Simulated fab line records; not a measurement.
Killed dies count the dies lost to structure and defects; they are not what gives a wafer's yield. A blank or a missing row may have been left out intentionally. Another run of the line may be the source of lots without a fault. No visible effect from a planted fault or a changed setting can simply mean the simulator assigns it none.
Split-lot experiment || flow n5_finfet || 7 lots, 21 wafers read, on a route of 1938 steps

ON THE SPLIT
At N5_FIN_CUT_CUT_ETCH_26 (etches SiNx in CH3F/O2, target depth 39 nm, time 55.7 s), the setting source_w was moved away from the recipe's 395 W on 7 of the 21 wafers read, by -11.7% to +13.1%. All remaining wafers had this setting at the recipe value.

The reading comes from the split's own step.

THE READING
rf_vpp_V, in V, at N5_FIN_CUT_CUT_ETCH_26 (etches SiNx in CH3F/O2, target depth 39 nm, time 55.7 s). Fault-free wafers of this fab line usually give 296 V, standard deviation 3.3 V.

{"wafer": "L076.2", "tool, chamber at the split": "rie_diel-06, 3", "source_w as run, W": 395, "against the recipe": "recipe", "rf_vpp_V, V": 293, "against lot-mates on the recipe": "-"}
{"wafer": "L076.3", "tool, chamber at the split": "rie_diel-06, 0", "source_w as run, W": 395, "against the recipe": "recipe", "rf_vpp_V, V": 298, "against lot-mates on the recipe": "-"}
{"wafer": "L076.4", "tool, chamber at the split": "rie_diel-06, 2", "source_w as run, W": 395, "against the recipe": "recipe", "rf_vpp_V, V": 297, "against lot-mates on the recipe": "-"}
{"wafer": "L078.2", "tool, chamber at the split": "rie_diel-06, 2", "source_w as run, W": 395, "against the recipe": "recipe", "rf_vpp_V, V": 298, "against lot-mates on the recipe": "-"}
{"wafer": "L078.3", "tool, chamber at the split": "rie_diel-06, 3", "source_w as run, W": 395, "against the recipe": "recipe", "rf_vpp_V, V": 294, "against lot-mates on the recipe": "-"}
{"wafer": "L078.5", "tool, chamber at the split": "rie_diel-06, 2", "source_w as run, W": 395, "against the recipe": "recipe", "rf_vpp_V, V": 296, "against lot-mates on the recipe": "-"}
{"wafer": "L080.1", "tool, chamber at the split": "rie_diel-03, 2", "source_w as run, W": 349.3, "against the recipe": "-11.6%", "rf_vpp_V, V": 312, "against lot-mates on the recipe": "+12"}
{"wafer": "L080.2", "tool, chamber at the split": "rie_diel-03, 0", "source_w as run, W": 395, "against the recipe": "recipe", "rf_vpp_V, V": 300, "against lot-mates on the recipe": "-"}
{"wafer": "L080.3", "tool, chamber at the split": "rie_diel-03, 1", "source_w as run, W": 349.3, "against the recipe": "-11.6%", "rf_vpp_V, V": 319, "against lot-mates on the recipe": "+19"}
{"wafer": "L083.1", "tool, chamber at the split": "rie_diel-01, 0", "source_w as run, W": 446.7, "against the recipe": "+13.1%", "rf_vpp_V, V": 280, "against lot-mates on the recipe": -14}
{"wafer": "L083.3", "tool, chamber at the split": "rie_diel-01, 1", "source_w as run, W": 395, "against the recipe": "recipe", "rf_vpp_V, V": 294, "against lot-mates on the recipe": "-"}
{"wafer": "L083.6", "tool, chamber at the split": "rie_diel-01, 1", "source_w as run, W": 395, "against the recipe": "recipe", "rf_vpp_V, V": 294, "against lot-mates on the recipe": "-"}
{"wafer": "L084.2", "tool, chamber at the split": "rie_diel-01, 2", "source_w as run, W": 416.7, "against the recipe": "+5.5%", "rf_vpp_V, V": 292, "against lot-mates on the recipe": -7}
{"wafer": "L084.3", "tool, chamber at the split": "rie_diel-01, 1", "source_w as run, W": 416.7, "against the recipe": "+5.5%", "rf_vpp_V, V": 287, "against lot-mates on the recipe": -12}
{"wafer": "L084.4", "tool, chamber at the split": "rie_diel-01, 2", "source_w as run, W": 395, "against the recipe": "recipe", "rf_vpp_V, V": 299, "against lot-mates on the recipe": "-"}
{"wafer": "L086.2", "tool, chamber at the split": "rie_diel-03, 1", "source_w as run, W": 395, "against the recipe": "recipe", "rf_vpp_V, V": 302, "against lot-mates on the recipe": "-"}
{"wafer": "L086.4", "tool, chamber at the split": "rie_diel-03, 0", "source_w as run, W": 395, "against the recipe": "recipe", "rf_vpp_V, V": 301, "against lot-mates on the recipe": "-"}
{"wafer": "L086.6", "tool, chamber at the split": "rie_diel-03, 1", "source_w as run, W": 348.6, "against the recipe": "-11.7%", "rf_vpp_V, V": 319, "against lot-mates on the recipe": "+18"}
{"wafer": "L097.3", "tool, chamber at the split": "rie_diel-01, 0", "source_w as run, W": 395, "against the recipe": "recipe", "rf_vpp_V, V": 294, "against lot-mates on the recipe": "-"}
{"wafer": "L097.5", "tool, chamber at the split": "rie_diel-01, 0", "source_w as run, W": 430.4, "against the recipe": "+9.0%", "rf_vpp_V, V": 283, "against lot-mates on the recipe": -10}
{"wafer": "L097.6", "tool, chamber at the split": "rie_diel-01, 3", "source_w as run, W": 395, "against the recipe": "recipe", "rf_vpp_V, V": 293, "against lot-mates on the recipe": "-"}

FIT RESULTS
A straight line over all 21 wafers: rf_vpp_V changes by -1.56 V for each +1% of source_w; r = -0.95; the points scatter about the line by 3.2 V.
The same after taking each lot's own level away (the mean of its wafers on the recipe; 21 wafers): -1.32 V for each +1%; r = -0.97; scatter 2.1 V.
According to that fit, moving source_w by its largest amount changes the reading by 17 V.
The span of the lots' own levels, 293.5 to 301.5 V, comes to 2.4 times the standard deviation stated above.
So the slope is not independent of the lot-to-lot level: the two fits are not the same.
Check: for one of the wafers moved furthest among these (+13.1%), held out of the fit, the line's prediction against its lot-mates is -18.4 V. It came out at -14 V against them.
Tool readings at the split's step, against how far the setting was moved: rf_vpp_V r = -0.95.

ADDITIONAL SPLITS CARRIED BY THESE WAFERS
Other splits were also applied to these wafers ahead of the reading. Each is held against what the fit with the lots' levels taken away leaves over:
{"other split on the same wafers": "N5_ZERO_LAYER_EXPOSE_08 dose_mj", "wafers away from the commonest value": 4, "r with rf_vpp_V (lot level and that fit taken away)": -0.02}
{"other split on the same wafers": "N5_ZERO_LAYER_DESCUM_16 time_s", "wafers away from the commonest value": 7, "r with rf_vpp_V (lot level and that fit taken away)": "+0.03"}
{"other split on the same wafers": "N5_PMOS_HMC_CHANNEL_EPI_EXPOSE_06 dose_mj", "wafers away from the commonest value": 8, "r with rf_vpp_V (lot level and that fit taken away)": -0.17}
{"other split on the same wafers": "N5_PMOS_HMC_CHANNEL_EPI_ETCH_32 bias_w", "wafers away from the commonest value": 5, "r with rf_vpp_V (lot level and that fit taken away)": -0.16}
{"other split on the same wafers": "N5_FIN_SAQP_PECVD_06 time_s", "wafers away from the commonest value": 8, "r with rf_vpp_V (lot level and that fit taken away)": "+0.03"}
{"other split on the same wafers": "N5_FIN_SAQP_COAT_49 time_s", "wafers away from the commonest value": 7, "r with rf_vpp_V (lot level and that fit taken away)": "+0.18"}

THE WHOLE CHAIN: every reading that the file lists as answering this split, in the file's order
{"step": "N5_FIN_CUT_CUT_ETCH_26", "what it does": "etches SiNx in CH3F/O2, target depth 39 nm, time 55.7 s", "reading": "rf_vpp_V", "change (the file's fit)": "-1.28 V for each +1% of the setting", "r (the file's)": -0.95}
{"step": "N5_FIN_CUT_CUT_ETCH_26", "what it does": "etches SiNx in CH3F/O2, target depth 39 nm, time 55.7 s", "reading": "etch.depth_nm (the simulator's own value, which no gauge read)", "change (the file's fit)": "+0.144 nm for each +1% of the setting", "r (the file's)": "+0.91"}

FILE'S OWN FIT
rf_vpp_V changes by -1.28 V for each +1% of source_w, r = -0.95.
